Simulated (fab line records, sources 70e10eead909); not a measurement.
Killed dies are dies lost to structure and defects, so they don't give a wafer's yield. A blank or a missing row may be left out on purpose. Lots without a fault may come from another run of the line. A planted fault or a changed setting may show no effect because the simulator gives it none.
Which tool did it? | flow nand_harc | 14 lots, 42 wafers sampled, at 6 steps of a route of 1159

WHAT THE GAUGES READ, wafer by wafer
NHARC_P_BONDPAD_CD_MEAS_13. Usual: cd_nm 499.6 nm, standard deviation 1.5.
lot  | measured     | on        | cd_nm (nm)        | flag
L834 | day 6 09:28  | cd_sem-02 | 500.8 500.4 500.1 |
L835 | day 7 00:22  | cd_sem-03 | 500.5 500.5 501.8 |
L836 | day 7 03:30  | cd_sem-01 | 498.7 500.3 498.4 |
L837 | day 7 04:20  | cd_sem-02 | 499.1 501.4 499.5 |
L839 | day 7 06:55  | cd_sem-01 | 500.0 499.2 499.6 |
L838 | day 7 14:15  | cd_sem-03 | 499.5 500.7 502.5 |
L842 | day 8 21:58  | cd_sem-01 | 497.5 497.7 499.6 |
L849 | day 10 11:08 | cd_sem-03 | 498.4 500.6 501.0 |
L850 | day 10 12:38 | cd_sem-03 | 499.3 495.9 496.8 |
L852 | day 10 18:15 | cd_sem-01 | 499.2 497.9 497.7 |
L851 | day 10 19:59 | cd_sem-01 | 498.5 498.3 498.5 |
L855 | day 11 14:20 | cd_sem-02 | 499.4 497.7 500.3 |
L857 | day 11 21:14 | cd_sem-03 | 501.5 500.5 501.1 |
L856 | day 11 23:00 | cd_sem-03 | 497.5 496.9 497.1 |

NHARC_A_SOURCE_PLATE_THK_MEAS_09: measures by ellipsometry. Usual: thk_nm 9.6 nm, standard deviation 1.
lot  | measured     | on            | thk_nm (nm)    | flag
L834 | day 6 22:23  | film_metro-01 | 10.2 7.2 10.6  |
L835 | day 7 12:50  | film_metro-01 | 9.5 11.3 9.7   |
L836 | day 7 12:49  | film_metro-02 | 8.7 11.1 8.7   |
L837 | day 7 16:41  | film_metro-02 | 9.3 10.0 9.1   |
L839 | day 7 20:58  | film_metro-01 | 14.7 15.8 13.1 | OFF
L838 | day 8 11:14  | film_metro-01 | 15.0 14.1 14.6 | OFF
L842 | day 9 10:24  | film_metro-01 | 8.5 11.6 9.7   |
L849 | day 11 05:44 | film_metro-02 | 14.5 16.0 14.8 | OFF
L850 | day 11 01:27 | film_metro-02 | 10.7 9.2 10.9  |
L852 | day 11 06:37 | film_metro-02 | 8.8 9.5 8.8    |
L851 | day 11 06:37 | film_metro-01 | 11.2 11.1 9.7  |
L855 | day 12 01:46 | film_metro-01 | 9.3 10.3 10.1  |
L857 | day 12 09:23 | film_metro-01 | 8.2 8.3 10.9   |
L856 | day 12 09:23 | film_metro-02 | 10.5 9.7 9.3   |

NHARC_A_SOURCE_PLATE_INSPECT_08. Usual: raw_defect_count 69, standard deviation 26.
lot  | measured     | on                | raw_defect_count | flag
L834 | day 7 11:15  | defect_inspect-01 | 112 72 99        |
L835 | day 8 02:02  | defect_inspect-01 | 56 52 51         |
L836 | day 8 02:01  | defect_inspect-02 | 45 93 63         |
L837 | day 8 06:42  | defect_inspect-01 | 58 91 55         |
L839 | day 8 06:42  | defect_inspect-02 | 57 61 57         |
L838 | day 8 19:02  | defect_inspect-01 | 78 138 104       |
L842 | day 9 23:31  | defect_inspect-01 | 68 99 92         |
L849 | day 11 17:49 | defect_inspect-01 | 97 82 76         |
L850 | day 11 17:50 | defect_inspect-02 | 66 52 41         |
L852 | day 11 17:48 | defect_inspect-01 | 48 39 54         |
L851 | day 11 17:47 | defect_inspect-02 | 88 37 45         |
L855 | day 12 15:57 | defect_inspect-02 | 61 70 39         |
L857 | day 12 22:50 | defect_inspect-01 | 60 65 48         |
L856 | day 12 22:50 | defect_inspect-02 | 79 92 50         |

NHARC_END_SORT_01. Usual: killed_at_array 27, standard deviation 11; killed_at_other 0.8, standard deviation 1.1; killed_at_periphery 2.8, standard deviation 1.9; killed_dies 30, standard deviation 11; killed_open 3.3, standard deviation 1.8; killed_short 2.3, standard deviation 1.5.
lot  | measured     | on        | killed_at_array | killed_at_other | killed_at_periphery | killed_dies | killed_open | killed_short | flag
L838 | day 20 08:08 | prober-02 | 20              | 0               | 4                   | 24          | 1           | 3            |

WHICH TOOL RAN EACH LOT (tool, then ch and the chambers of the sampled wafers, then the start)
lot  | NHARC_P_BONDPAD_PVD_17                  | NHARC_A_SOURCE_PLATE_OXIDE_02
L834 | pvd_sputter-03, day 6 18:20 or earlier  | furnace-04 ch 0, day 6 18:20
L835 | pvd_sputter-03, day 7 08:47 or earlier  | furnace-01 ch 0, day 7 08:47
L836 | pvd_sputter-03, day 7 08:47 or earlier  | furnace-01 ch 0, day 7 08:47
L837 | pvd_sputter-01, day 7 12:38 or earlier  | furnace-01 ch 0, day 7 12:38
L839 | pvd_sputter-02, day 7 12:38 or earlier  | furnace-01 ch 0, day 7 12:38
L838 | pvd_sputter-02, day 7 23:20 or earlier  | furnace-04 ch 0, day 7 23:20
L842 | pvd_sputter-01, day 9 06:20 or earlier  | furnace-01 ch 0, day 9 06:20
L849 | pvd_sputter-02, day 10 21:23 or earlier | furnace-01 ch 0, day 10 21:23
L850 | pvd_sputter-01, day 10 21:23 or earlier | furnace-01 ch 0, day 10 21:23
L852 | pvd_sputter-03, day 11 02:38 or earlier | furnace-01 ch 0, day 11 02:38
L851 | pvd_sputter-02, day 11 02:38 or earlier | furnace-01 ch 0, day 11 02:38
L855 | pvd_sputter-02, day 11 21:42 or earlier | furnace-02 ch 0, day 11 21:42
L857 | pvd_sputter-03, day 12 05:20 or earlier | furnace-02 ch 0, day 12 05:20
L856 | pvd_sputter-02, day 12 05:20 or earlier | furnace-02 ch 0, day 12 05:20
- NHARC_P_BONDPAD_PVD_17: deposits TaN, target thk 5 nm, time 8.06 s.
- NHARC_A_SOURCE_PLATE_OXIDE_02: material SiO2, target thk 10 nm, ox time 1362 s.

WHAT THE TOOLS THEMSELVES READ (means of the sampled wafers that have a number; where no wafer has one, the mark that the record gives instead)
NHARC_P_BONDPAD_PVD_17. Usual: throttle_valve_pct 30.3 %, standard deviation 1.1.
lot  | tool           | throttle_valve_pct (%) | flag
L834 | pvd_sputter-03 | 30.7                   |
L835 | pvd_sputter-03 | 30.7                   |
L836 | pvd_sputter-03 | 30.5                   |
L837 | pvd_sputter-01 | 29.3                   |
L839 | pvd_sputter-02 | 29.8                   |
L838 | pvd_sputter-02 | 31.1                   |
L842 | pvd_sputter-01 | 29.3                   |
L849 | pvd_sputter-02 | 30.3                   |
L850 | pvd_sputter-01 | 31.1                   |
L852 | pvd_sputter-03 | 30.4                   |
L851 | pvd_sputter-02 | 30.3                   |
L855 | pvd_sputter-02 | 30.2                   |
L857 | pvd_sputter-03 | 30.9                   |
L856 | pvd_sputter-02 | 30.8                   |

NHARC_A_SOURCE_PLATE_OXIDE_02. Usual: ox_temp_c 900.0 C, standard deviation 0.43; zone_power_centre_pct 19.9 %, standard deviation 0.43.
lot  | tool       | ox_temp_c (C) | zone_power_centre_pct (%) | flag
L834 | furnace-04 | 899.4         | 19.5                      |
L835 | furnace-01 | 899.7         | 20.2                      |
L836 | furnace-01 | 900.5         | 20.1                      |
L837 | furnace-01 | 900.0         | 20.1                      |
L839 | furnace-01 | 899.9         | 20.1                      |
L838 | furnace-04 | 900.1         | 19.2                      |
L842 | furnace-01 | 899.7         | 20.3                      |
L849 | furnace-01 | 900.5         | 20.3                      |
L850 | furnace-01 | 899.5         | 20.3                      |
L852 | furnace-01 | 900.1         | 20.3                      |
L851 | furnace-01 | 900.1         | 20.2                      |
L855 | furnace-02 | 900.1         | 19.9                      |
L857 | furnace-02 | 899.5         | 19.8                      |
L856 | furnace-02 | 900.2         | 19.8                      |

THE ANSWER, worked out from the rows above alone
Rule: a lot is off if the mean of its wafers that have a number lies more than 3 standard deviations from the usual mean. A lot without any number at a reading at which 4 lots or more have one is off too. The other lots that the step has rows for count as sound. The gauges are gone through in route order, then the tools' own readings, and for those a lot's mean is taken as printed above. The first step at which some lot is off is used, and at that step the reading that is off furthest; a lot without a number counts as furthest.
Off: L839, L838, L849, at NHARC_A_SOURCE_PLATE_THK_MEAS_09 (thk_nm).
A tool fits if, at a process step before that reading, it ran every lot that is off, and no sound lot after the first of them. The gauges at NHARC_A_SOURCE_PLATE_THK_MEAS_09 are tried like those tools. NHARC_P_BONDPAD_PVD_17 gives no start for some lots, so the hours and the order of its lots are those of NHARC_A_SOURCE_PLATE_OXIDE_02. None of those tried fits.

WHAT THE SIMULATOR HAD PUT IN
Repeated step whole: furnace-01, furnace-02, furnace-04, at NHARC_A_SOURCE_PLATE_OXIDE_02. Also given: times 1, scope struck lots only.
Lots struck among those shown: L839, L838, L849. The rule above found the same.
